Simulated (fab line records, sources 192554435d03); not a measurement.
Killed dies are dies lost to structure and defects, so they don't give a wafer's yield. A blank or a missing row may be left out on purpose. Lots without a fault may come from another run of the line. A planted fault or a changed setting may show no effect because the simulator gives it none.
Chamber matching | flow n5_finfet | N5_BEOL_M9_PECVD_70 on pecvd-02: 3 sister chambers
The step deposits SiO2 from TEOS/O2, target thk 20 nm, time 22.7 s. 14 wafers are shown with their chamber, then 7 later ones without.

WAFERS WITH THEIR CHAMBER
wafer  | chamber | throttle_valve_pct (%) | showerhead_plenum_p_Torr (Torr) | heater_power_w (W)
L075.3 | 1       | 23.8                   | 8.78                            | 691
L075.5 | 1       | 24.1                   | 8.79                            | 714
L075.6 | 0       | 23.5                   | 8.73                            | 602
L086.1 | 2       | 20.5                   | 8.73                            | 854
L086.3 | 1       | 23.9                   | 8.80                            | 754
L086.4 | 2       | 20.3                   | 8.74                            | 862
L088.2 | 0       | 23.8                   | 8.72                            | 703
L088.5 | 2       | 20.0                   | 8.72                            | 854
L088.6 | 0       | 23.7                   | 8.72                            | 706
L089.2 | 1       | 24.0                   | 8.81                            | 766
L089.4 | 1       | 24.1                   | 8.83                            | 769
L089.5 | 1       | 24.0                   | 8.81                            | 762
L091.2 | 0       | 23.9                   | 8.71                            | 684
L091.3 | 1       | 24.1                   | 8.80                            | 833

SIGNATURES (means of the wafers above)
reading                  | chamber 0 | chamber 1 | chamber 2 | scatter within a chamber
throttle_valve_pct       | 23.725    | 24.000    | 20.267    | 0.164
showerhead_plenum_p_Torr | 8.7200    | 8.8029    | 8.7300    | 0.0133
heater_power_w           | 673.75    | 755.57    | 856.67    | 42
Rule: a wafer's distance from a chamber is the root of the sum, over the readings, of the square of ((its reading less the chamber's mean) divided by the reading's scatter). The wafer belongs to the nearest chamber; if the next one is less than 2 further off, it can't be placed. The scatter: the root of (the sum of the squares of (reading less its chamber's mean) over the shown wafers, divided by (wafers less chambers)).

WAFERS WITHOUT THEIR CHAMBER
wafer  | throttle_valve_pct (%) | showerhead_plenum_p_Torr (Torr) | heater_power_w (W)
L091.4 | 20.0                   | 8.75                            | 973
L095.1 | 23.7                   | 8.80                            | 790
L095.2 | 24.0                   | 8.72                            | 717
L095.3 | 20.0                   | 8.72                            | 809
L095.4 | 23.7                   | 8.74                            | 713
L095.5 | 20.5                   | 8.73                            | 816
L095.6 | 24.1                   | 8.80                            | 807

WHICH CHAMBER EACH WENT THROUGH
wafer  | from the rows above | in truth
L091.4 | 2                   | 2
L095.1 | 1                   | 1
L095.2 | 0                   | 0
L095.3 | 2                   | 2
L095.4 | 0                   | 0
L095.5 | 2                   | 2
L095.6 | 1                   | 1
Placed correctly: 7 of 7. Can't be placed from these rows: 0. Placed wrongly: 0.
